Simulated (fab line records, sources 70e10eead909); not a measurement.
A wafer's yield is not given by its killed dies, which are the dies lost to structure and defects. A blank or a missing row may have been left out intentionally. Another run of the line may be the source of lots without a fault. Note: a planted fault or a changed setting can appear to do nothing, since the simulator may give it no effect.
fab line records + flow nand_harc
record
- lots=12
- wafers=36
- last_day=24
route steps=1159 shown A_STAIRCASE@626
lots untouched by any fault: they come from a run of this same line in which no faults occurred
start_h: hours from the record's opening day to when the first of the lot's shown wafers began + wait_h: hours elapsed since this lot's preceding step + " same as the row above + L1.1+2: a row that stands for several wafers + - no value present, or no start provided + * or withheld: withheld + < > ~ a bound
route shown NAME@n: a module of which the file shows steps, and the number in the route of the first + usual: mean/standard deviation taken from wafers without a fault + same: alike in all rows + chamber/n: place in a boat + sites: each site's reading + _std_site: standard deviation of those values + _edge_site: mean of outer sites minus mean of inner sites + radius_mm: for every site, how far away it sits from the centre of the wafer + mask NAME#n: copy n + behind: the most recent tool/chamber to have shaped the wafer + hold: reason for holding the lot/hours on hold/outcome of the hold + device: names the non-switching transistor (n, p or np) + end of line: the route-end tests of the same wafers + step lacking rows: just its recipe + killed: the dies lost at the first sort to structure and to defects; this is not the yield of the wafer + map: dies across one wafer; x = killed, . = not, _ = none there
set.NAME: setting as actually run; set.NAME@STEP: the setting as run at that earlier step + model.NAME: the simulator's own value behind a step, which no gauge read
a sample of lots followed through the steps of the route, with each step as a table and each wafer as a row
services: the hour from which a tool's chamber was out of use, counted from the record's first day as start_h (under 0 if before that day), plus the number of hours and why
## steps
# step NHARC_A_STAIRCASE_ETCH_232
# recipe
- target_depth_a=1000
- time_s=40.5
- ion_energy_ev=400
- c4f8_flow_sccm=20
- o2_flow_sccm=10
- ar_flow_sccm=withheld
- rf_w=600
- bias_w=1000
- chemistry=C4F8/O2
# usual
- bias_w=1000/3.1
- oes_product_au=0.945/0.01
- rf_vpp_V=895/5.4
| lot.wafer | tool        | chamber | start_h | wait_h | bias_w | oes_product_au | rf_hours_counter_h | rf_vpp_V |
|-----------|-------------|---------|---------|--------|--------|----------------|--------------------|----------|
| L846.4    | rie_diel-04 | 1       | -       | -      | 1002   | 0.940          | 45                 | 892      |
| L846.2    | "           | 0       | "       | "      | 1001   | 0.940          | 21                 | 888      |
| L846.6    | "           | 1       | "       | "      | 1003   | 0.946          | -                  | 894      |
| L848.2    | rie_diel-04 | 1       | -       | -      | 996    | 0.932          | 48                 | 892      |
| L848.3    | "           | 3       | "       | "      | 1000   | 0.928          | 50                 | 901      |
| L848.5    | "           | 1       | "       | "      | 1004   | 0.938          | -                  | 892      |
| L847.1    | rie_diel-04 | 2       | -       | -      | 1004   | 0.941          | 52                 | 893      |
| L847.3    | "           | 3       | "       | "      | 1001   | 0.935          | 51                 | 900      |
| L847.6    | "           | 3       | "       | "      | 1000   | 0.945          | -                  | 901      |
| L850.3    | rie_diel-12 | 1       | -       | -      | 1004   | 0.962          | 16                 | 890      |
| L850.6    | "           | 3       | "       | "      | 995    | 0.955          | -                  | 901      |
| L850.5    | "           | 0       | "       | "      | 1002   | 0.971          | -                  | 897      |
| L849.1    | rie_diel-04 | 1       | -       | -      | 999    | 0.933          | 53                 | 892      |
| L849.3    | "           | 3       | "       | "      | 999    | 0.942          | 54                 | 901      |
| L849.5    | "           | 2       | "       | "      | 1000   | 0.930          | -                  | 892      |
| L853.4    | rie_diel-04 | 0       | -       | -      | 1000   | 0.962          | 35                 | 889      |
| L853.5    | "           | 2       | "       | "      | 998    | 0.936          | -                  | 894      |
| L853.6    | "           | 3       | "       | "      | 1002   | 0.962          | -                  | 902      |
| L852.1    | rie_diel-11 | 2       | -       | -      | 995    | 0.949          | 36                 | 902      |
| L852.5    | "           | 2       | "       | "      | 996    | 0.951          | -                  | 902      |
| L852.6    | "           | 3       | "       | "      | 999    | 0.951          | -                  | 903      |
| L854.3    | rie_diel-12 | 3       | -       | -      | 1000   | 0.941          | 30                 | 901      |
| L854.4    | "           | 1       | "       | "      | 1002   | 0.945          | 28                 | 890      |
| L854.6    | "           | 3       | "       | "      | 1002   | 0.939          | -                  | 900      |
| L866.1    | rie_diel-12 | 0       | -       | -      | 999    | 0.930          | 51                 | 896      |
| L866.3    | "           | 1       | "       | "      | 999    | 0.922          | 50                 | 889      |
| L866.5    | "           | 0       | "       | "      | 993    | 0.929          | -                  | 895      |
| L864.2    | rie_diel-11 | 3       | -       | -      | 997    | 0.964          | 63                 | 904      |
| L864.1    | "           | 0       | "       | "      | 1000   | 0.945          | 65                 | 886      |
| L864.6    | "           | 3       | "       | "      | 995    | 0.955          | -                  | 904      |
| L868.4    | rie_diel-04 | 1       | -       | -      | 1000   | 0.934          | 25                 | 891      |
| L868.1    | "           | 3       | "       | "      | 998    | 0.936          | 31                 | 901      |
| L868.3    | "           | 0       | "       | "      | 1003   | 0.942          | 29                 | 888      |
| L869.3    | rie_diel-11 | 2       | -       | -      | 999    | 0.950          | 3                  | 903      |
| L869.2    | "           | 3       | "       | "      | 996    | 0.953          | 2                  | 903      |
| L869.6    | "           | 3       | "       | "      | 995    | 0.948          | -                  | 907      |
# step NHARC_A_STAIRCASE_STRIP_295
# recipe
- o2_flow_sccm=500
- ar_flow_sccm=0
- bias_w=0
- chemistry=O2
# usual
- drypump_motor_current_A=5.6/0.47
- oes_product_au=1.000/0.0076
- rf_vpp_V=57.8/0.84
- showerhead_plenum_p_Torr=3.51/0.14
- throttle_valve_pct=17.036/0.0083
# same
- bias_w=0
| lot.wafer | tool        | chamber | start_h | wait_h | drypump_motor_current_A | oes_product_au | rf_hours_counter_h | rf_vpp_V | showerhead_plenum_p_Torr | throttle_valve_pct |
|-----------|-------------|---------|---------|--------|-------------------------|----------------|--------------------|----------|--------------------------|--------------------|
| L846.2    | rie_diel-12 | 3       | -       | -      | 5.9                     | 0.987          | 16                 | 57.3     | 3.66                     | 17.049             |
| L846.4    | "           | 1       | "       | "      | 5.0                     | 0.986          | 13                 | 58.2     | 3.37                     | 17.021             |
| L846.6    | "           | 3       | "       | "      | 6.0                     | 0.993          | -                  | 57.3     | 3.66                     | 17.029             |
| L848.2    | rie_diel-11 | 3       | -       | -      | 5.9                     | 1.005          | 29                 | 59.9     | 3.75                     | 17.047             |
| L848.3    | "           | 0       | "       | "      | 5.1                     | 1.007          | 28                 | 57.8     | 3.30                     | 17.029             |
| L848.5    | "           | 3       | "       | "      | 5.9                     | 1.002          | -                  | 58.8     | 3.75                     | 17.041             |
| L847.3    | rie_diel-12 | 2       | -       | -      | 5.8                     | 0.995          | 17                 | 59.7     | 3.53                     | 17.036             |
| L847.1    | "           | 1       | "       | "      | 5.0                     | 0.991          | 16                 | 58.1     | 3.36                     | 17.035             |
| L847.6    | "           | 3       | "       | "      | 6.0                     | 1.002          | -                  | 60.0     | 3.66                     | 17.027             |
| L850.3    | rie_diel-12 | 0       | -       | -      | 5.8                     | 1.004          | 20                 | 56.8     | 3.52                     | 17.035             |
| L850.5    | "           | 3       | "       | "      | 6.0                     | 1.014          | -                  | 58.4     | 3.66                     | 17.033             |
| L850.6    | "           | 0       | "       | "      | 5.8                     | 1.010          | -                  | 58.7     | 3.52                     | 17.034             |
| L849.3    | rie_diel-11 | 1       | -       | -      | 6.4                     | 1.001          | 34                 | 58.3     | 3.36                     | 17.037             |
| L849.1    | "           | 2       | "       | "      | 4.8                     | 0.998          | 33                 | 57.5     | 3.69                     | 17.038             |
| L849.5    | "           | 0       | "       | "      | 5.0                     | 1.000          | -                  | 57.3     | 3.30                     | 17.048             |
| L853.4    | rie_diel-11 | 0       | -       | -      | 5.1                     | 1.010          | 38                 | 57.8     | 3.30                     | 17.026             |
| L853.6    | "           | 0       | "       | "      | 5.1                     | 1.011          | -                  | 57.3     | 3.30                     | 17.034             |
| L853.5    | "           | 1       | "       | "      | 6.3                     | 1.010          | -                  | 56.5     | 3.36                     | 17.047             |
| L852.1    | rie_diel-12 | 3       | -       | -      | 5.9                     | 0.999          | 27                 | 58.3     | 3.66                     | 17.026             |
| L852.5    | "           | 3       | "       | "      | 6.0                     | 0.989          | -                  | 56.8     | 3.66                     | 17.020             |
| L852.6    | "           | 0       | "       | "      | 5.7                     | 0.986          | -                  | 58.8     | 3.52                     | 17.038             |
| L854.3    | rie_diel-04 | 3       | -       | -      | 5.3                     | 1.001          | 6                  | 59.1     | 3.65                     | 17.036             |
| L854.4    | "           | 0       | "       | "      | 5.0                     | 0.994          | 6                  | 59.0     | 3.32                     | 17.036             |
| L854.6    | "           | 2       | "       | "      | 5.7                     | 0.996          | -                  | 58.5     | 3.45                     | 17.031             |
| L866.1    | rie_diel-12 | 2       | -       | -      | 5.7                     | 0.998          | 55                 | 58.5     | 3.51                     | 17.049             |
| L866.3    | "           | 3       | "       | "      | 5.9                     | 0.997          | 55                 | 56.9     | 3.64                     | 17.040             |
| L866.5    | "           | 2       | "       | "      | 5.8                     | 1.010          | -                  | 58.0     | 3.51                     | 17.044             |
| L864.2    | rie_diel-12 | 3       | -       | -      | 6.0                     | 0.990          | 58                 | 57.7     | 3.64                     | 17.041             |
| L864.1    | "           | 0       | "       | "      | 5.8                     | 1.006          | 56                 | 57.5     | 3.50                     | 17.041             |
| L864.6    | "           | 0       | "       | "      | 5.8                     | 1.002          | -                  | 58.4     | 3.50                     | 17.044             |
| L868.1    | rie_diel-11 | 2       | -       | -      | 4.8                     | 0.997          | 5                  | 58.7     | 3.67                     | 17.043             |
| L868.3    | "           | 3       | "       | "      | 5.9                     | 0.999          | 3                  | 60.4     | 3.73                     | 17.040             |
| L868.4    | "           | 0       | "       | "      | 5.1                     | 1.006          | 5                  | 58.5     | 3.81                     | 17.023             |
| L869.3    | rie_diel-12 | 1       | -       | -      | 5.0                     | 0.999          | 1                  | 57.3     | 3.34                     | 17.038             |
| L869.2    | "           | 2       | "       | "      | 5.8                     | 1.013          | 1                  | 58.1     | 3.51                     | 17.041             |
| L869.6    | "           | 2       | "       | "      | 5.8                     | 1.001          | -                  | 59.1     | 3.51                     | 17.031             |
# step NHARC_A_STAIRCASE_DEP_301
# recipe
- target_thk_a=300
- target_thk_nm=30
- temp_c=400
- pressure_torr=3.5
- flow_sccm=200
- rf_w=350
- material=SiON
# usual
- chamber_pressure_Torr=3.501/0.0069
- heater_power_w=776/94
- rf_fwd_power_W=348.5/1.1
- showerhead_vpp_V=1165/60
| lot.wafer | tool     | chamber | start_h | wait_h | chamber_pressure_Torr | heater_power_w | rf_fwd_power_W | showerhead_vpp_V |
|-----------|----------|---------|---------|--------|-----------------------|----------------|----------------|------------------|
| L846.2    | pecvd-01 | 0       | 258.12  | 1.2    | 3.499                 | 676            | 347.4          | 1161             |
| L846.4    | "        | 0       | "       | "      | 3.509                 | 685            | 345.4          | 1193             |
| L846.6    | "        | 1       | "       | "      | 3.488                 | 724            | 348.0          | 1165             |
| L848.3    | pecvd-01 | 2       | 266.78  | 0.9    | 3.501                 | 865            | 350.2          | 1132             |
| L848.2    | "        | 1       | "       | "      | 3.508                 | 699            | 348.1          | 1153             |
| L848.5    | "        | 1       | "       | "      | 3.484                 | 716            | 349.8          | 1166             |
| L847.3    | pecvd-03 | 0       | 267.41  | 1.0    | 3.501                 | 651            | 347.3          | 1124             |
| L847.1    | "        | 1       | "       | "      | 3.484                 | 753            | 349.6          | 1114             |
| L847.6    | "        | 1       | "       | "      | 3.497                 | 791            | 347.8          | 1117             |
| L850.3    | pecvd-04 | 2       | 278.66  | 1.1    | 3.494                 | 738            | 349.0          | 1101             |
| L850.5    | "        | 0       | "       | "      | 3.485                 | 873            | 350.4          | 1139             |
| L850.6    | "        | 2       | "       | "      | 3.501                 | 755            | 348.7          | 1103             |
| L849.3    | pecvd-01 | 0       | 279.50  | 1.0    | 3.495                 | 709            | 345.2          | 1197             |
| L849.1    | "        | 1       | "       | "      | 3.504                 | 689            | 349.5          | 1158             |
| L849.5    | "        | 2       | "       | "      | 3.494                 | 784            | 348.7          | 1130             |
| L853.5    | pecvd-04 | 1       | 301.11  | 1.0    | 3.500                 | 810            | 489.0          | 1382             |
| L853.6    | "        | 2       | "       | "      | 3.502                 | 699            | 488.7          | 1303             |
| L853.4    | "        | 0       | "       | "      | 3.510                 | 812            | 488.8          | 1347             |
| L852.1    | pecvd-04 | 2       | 301.19  | 2.2    | 3.510                 | 737            | 487.7          | 1313             |
| L852.6    | "        | 2       | "       | "      | 3.500                 | 728            | 487.1          | 1283             |
| L852.5    | "        | 0       | "       | "      | 3.502                 | 757            | 489.3          | 1338             |
| L854.3    | pecvd-04 | 0       | 314.65  | 1.0    | 3.505                 | 751            | 489.1          | 1351             |
| L854.4    | "        | 0       | "       | "      | 3.494                 | 769            | 489.5          | 1354             |
| L854.6    | "        | 1       | "       | "      | 3.500                 | 781            | 488.7          | 1369             |
| L866.1    | pecvd-01 | 1       | 372.33  | 1.5    | 3.508                 | 706            | 348.4          | 1143             |
| L866.3    | "        | 2       | "       | "      | 3.510                 | 867            | 348.4          | 1159             |
| L866.5    | "        | 0       | "       | "      | 3.496                 | 646            | 347.9          | 1191             |
| L864.1    | pecvd-03 | 1       | 376.46  | 1.6    | 3.513                 | 817            | 348.2          | 1114             |
| L864.2    | "        | 2       | "       | "      | 3.496                 | 927            | 349.3          | 1328             |
| L864.6    | "        | 0       | "       | "      | 3.502                 | 621            | 347.6          | 1126             |
| L868.1    | pecvd-03 | 1       | 391.73  | 1.5    | 3.507                 | 889            | 347.1          | 1125             |
| L868.3    | "        | 2       | "       | "      | 3.503                 | 852            | 349.7          | 1331             |
| L868.4    | "        | 2       | "       | "      | 3.502                 | 854            | 350.4          | 1309             |
| L869.2    | pecvd-01 | 1       | 395.97  | 1.3    | 3.501                 | 777            | 348.3          | 1167             |
| L869.3    | "        | 2       | "       | "      | 3.496                 | 846            | 348.3          | 1144             |
| L869.6    | "        | 0       | "       | "      | 3.507                 | 661            | 349.3          | 1181             |
# step NHARC_A_STAIRCASE_ETCH_453
# recipe
- target_depth_a=300
- overetch_a=30
- time_s=16.5
- ion_energy_ev=100
- cf4_flow_sccm=80
- o2_flow_sccm=20
- ar_flow_sccm=0
- rf_w=300
- bias_w=100
- chemistry=CF4/O2
# usual
- bias_w=100.00/0.3
- drypump_motor_current_A=5.6/0.5
- oes_product_au=1.002/0.0071
- rf_vpp_V=197.7/1.5
- showerhead_plenum_p_Torr=1.33/0.061
- throttle_valve_pct=13.397/0.0094
| lot.wafer | tool        | chamber | start_h | wait_h | bias_w | drypump_motor_current_A | oes_product_au | rf_hours_counter_h | rf_vpp_V | showerhead_plenum_p_Torr | throttle_valve_pct |
|-----------|-------------|---------|---------|--------|--------|-------------------------|----------------|--------------------|----------|--------------------------|--------------------|
| L846.4    | rie_diel-12 | 2       | -       | -      | 100.47 | 5.8                     | 0.998          | 15                 | 197.6    | 1.34                     | 13.400             |
| L846.2    | "           | 1       | "       | "      | 100.22 | 4.9                     | 0.993          | 14                 | 196.5    | 1.27                     | 13.392             |
| L846.6    | "           | 3       | "       | "      | 100.21 | 5.9                     | 0.990          | -                  | 198.8    | 1.39                     | 13.401             |
| L848.3    | rie_diel-12 | 1       | -       | -      | 99.91  | 5.0                     | 1.005          | 16                 | 196.5    | 1.27                     | 13.392             |
| L848.2    | "           | 0       | "       | "      | 100.41 | 5.7                     | 0.999          | 18                 | 196.7    | 1.33                     | 13.395             |
| L848.5    | "           | 1       | "       | "      | 99.76  | 5.0                     | 0.996          | -                  | 196.0    | 1.27                     | 13.412             |
| L847.1    | rie_diel-04 | 1       | -       | -      | 99.93  | 6.2                     | 0.992          | 53                 | 197.0    | 1.29                     | 13.391             |
| L847.3    | "           | 3       | "       | "      | 100.11 | 5.3                     | 0.991          | 54                 | 197.5    | 1.39                     | 13.387             |
| L847.6    | "           | 0       | "       | "      | 100.12 | 5.0                     | 1.013          | -                  | 195.4    | 1.26                     | 13.390             |
| L850.3    | rie_diel-11 | 1       | -       | -      | 99.68  | 6.4                     | 1.002          | 35                 | 196.1    | 1.27                     | 13.407             |
| L850.5    | "           | 1       | "       | "      | 99.86  | 6.4                     | 1.004          | -                  | 198.6    | 1.27                     | 13.396             |
| L850.6    | "           | 2       | "       | "      | 100.58 | 4.8                     | 1.007          | -                  | 199.8    | 1.40                     | 13.405             |
| L849.1    | rie_diel-12 | 2       | -       | -      | 100.27 | 5.8                     | 0.987          | 22                 | 198.5    | 1.33                     | 13.403             |
| L849.3    | "           | 3       | "       | "      | 99.66  | 5.9                     | 0.995          | 23                 | 199.3    | 1.39                     | 13.406             |
| L849.5    | "           | 3       | "       | "      | 100.08 | 5.9                     | 0.987          | -                  | 199.7    | 1.39                     | 13.394             |
| L853.4    | rie_diel-11 | 3       | -       | -      | 100.03 | 6.0                     | 1.003          | 42                 | 199.4    | 1.42                     | 13.387             |
| L853.5    | "           | 2       | "       | "      | 99.99  | 4.8                     | 1.008          | -                  | 197.9    | 1.40                     | 13.384             |
| L853.6    | "           | 3       | "       | "      | 100.15 | 5.9                     | 0.996          | -                  | 197.9    | 1.42                     | 13.414             |
| L852.1    | rie_diel-04 | 3       | -       | -      | 99.97  | 5.3                     | 1.010          | 3                  | 198.8    | 1.38                     | 13.398             |
| L852.5    | "           | 0       | "       | "      | 100.06 | 5.0                     | 0.994          | -                  | 196.0    | 1.25                     | 13.405             |
| L852.6    | "           | 3       | "       | "      | 99.82  | 5.2                     | 0.991          | -                  | 198.8    | 1.38                     | 13.392             |
| L854.3    | rie_diel-04 | 0       | -       | -      | 99.75  | 5.0                     | 0.996          | 8                  | 196.5    | 1.25                     | 13.399             |
| L854.4    | "           | 2       | "       | "      | 100.02 | 5.7                     | 0.999          | 7                  | 197.0    | 1.30                     | 13.383             |
| L854.6    | "           | 3       | "       | "      | 100.26 | 5.3                     | 1.011          | -                  | 198.9    | 1.38                     | 13.402             |
| L866.1    | rie_diel-04 | 1       | -       | -      | 100.10 | 6.1                     | 1.007          | 23                 | 197.5    | 1.28                     | 13.393             |
| L866.3    | "           | 2       | "       | "      | 99.77  | 5.7                     | 1.001          | 28                 | 196.3    | 1.30                     | 13.402             |
| L866.5    | "           | 0       | "       | "      | 100.17 | 5.0                     | 1.000          | -                  | 196.3    | 1.25                     | 13.405             |
| L864.2    | rie_diel-11 | 2       | -       | -      | 99.46  | 4.8                     | 1.009          | 0                  | 199.3    | 1.39                     | 13.382             |
| L864.1    | "           | 0       | "       | "      | 99.89  | 5.0                     | 0.989          | 0                  | 200.7    | 1.45                     | 13.397             |
| L864.6    | "           | 1       | "       | "      | 100.08 | 6.4                     | 1.005          | -                  | 195.4    | 1.26                     | 13.398             |
| L868.3    | rie_diel-12 | 3       | -       | -      | 100.00 | 6.0                     | 0.999          | 2                  | 200.2    | 1.38                     | 13.386             |
| L868.4    | "           | 0       | "       | "      | 100.21 | 5.7                     | 0.993          | 2                  | 197.4    | 1.32                     | 13.383             |
| L868.1    | "           | 1       | "       | "      | 100.20 | 5.0                     | 0.998          | 2                  | 195.7    | 1.26                     | 13.394             |
| L869.2    | rie_diel-04 | 3       | -       | -      | 99.85  | 5.3                     | 1.000          | 41                 | 198.0    | 1.38                     | 13.388             |
| L869.3    | "           | 0       | "       | "      | 101.03 | 5.0                     | 0.996          | 38                 | 196.5    | 1.25                     | 13.417             |
| L869.6    | "           | 2       | "       | "      | 99.57  | 5.7                     | 0.996          | -                  | 197.2    | 1.30                     | 13.386             |
## services
| tool        | chamber | start_h | hours | kind   |
|-------------|---------|---------|-------|--------|
| rie_diel-12 | 0       | 236.03  | -     | clean  |
| rie_diel-12 | 1       | 236.03  | -     | clean  |
| rie_diel-12 | 2       | 236.03  | -     | clean  |
| rie_diel-12 | 3       | 236.03  | -     | clean  |
| pecvd-01    | -       | 237.26  | 13.0  | pm     |
| pecvd-03    | 1       | 258.94  | 2.9   | repair |
| rie_diel-12 | 0       | 260.53  | -     | clean  |
| rie_diel-12 | 1       | 260.53  | -     | clean  |
| rie_diel-12 | 2       | 260.53  | -     | clean  |
| rie_diel-12 | 3       | 260.53  | -     | clean  |
| pecvd-04    | 1       | 277.06  | 12.1  | repair |
| rie_diel-12 | 0       | 285.24  | -     | clean  |
| rie_diel-12 | 1       | 285.24  | -     | clean  |
| rie_diel-12 | 2       | 285.24  | -     | clean  |
| rie_diel-12 | 3       | 285.24  | -     | clean  |
| rie_diel-04 | -       | 288.90  | 9.0   | pm     |
| pecvd-03    | -       | 292.36  | 13.0  | pm     |
| pecvd-03    | -       | 323.59  | 2.8   | repair |
| rie_diel-04 | 2       | 362.65  | 7.9   | repair |
| rie_diel-11 | 2       | 363.14  | 3.9   | repair |
| rie_diel-11 | -       | 366.82  | 9.0   | pm     |
| pecvd-04    | -       | 376.48  | 13.0  | pm     |
| rie_diel-12 | -       | 379.69  | 9.0   | pm     |
| rie_diel-04 | 3       | 381.53  | 3.7   | repair |
## key
first_sign
- step=NHARC_A_STAIRCASE_DEP_301
- reading=rf_fwd_power_W
- direction=up
- sigmas=99+
- usual=*
- struck=*
effect
- step=NHARC_A_STAIRCASE_DEP_301
- reading=showerhead_vpp_V
- direction=up
- sigmas=2.9
- usual=1165
- struck=1338
met_at NHARC_A_STAIRCASE_DEP_301
struck_lots L852,L853,L854
tester_left_out L852,L853,L854
not_acting_at NHARC_A_STAIRCASE_ETCH_232,NHARC_A_STAIRCASE_STRIP_295,NHARC_A_STAIRCASE_ETCH_453
onset_between 278.66 301.11
fault
- kind=process_parameter_drift
- tool=pecvd-04
- chamber=-
- onset_h=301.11
- steps=NHARC_A_STAIRCASE_DEP_301
- channel=rf_w
- offset=*
- shape=step
- end_h=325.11
- acts_in=*
- stated=*
# tester_left_out: of these lots the tester's yield and bins aren't shown, on N5 and GAA mostly nor the transistor test; their killed dies are dies lost to structure and defects alone, not to doping, threshold or leakage, so they don't give the yield
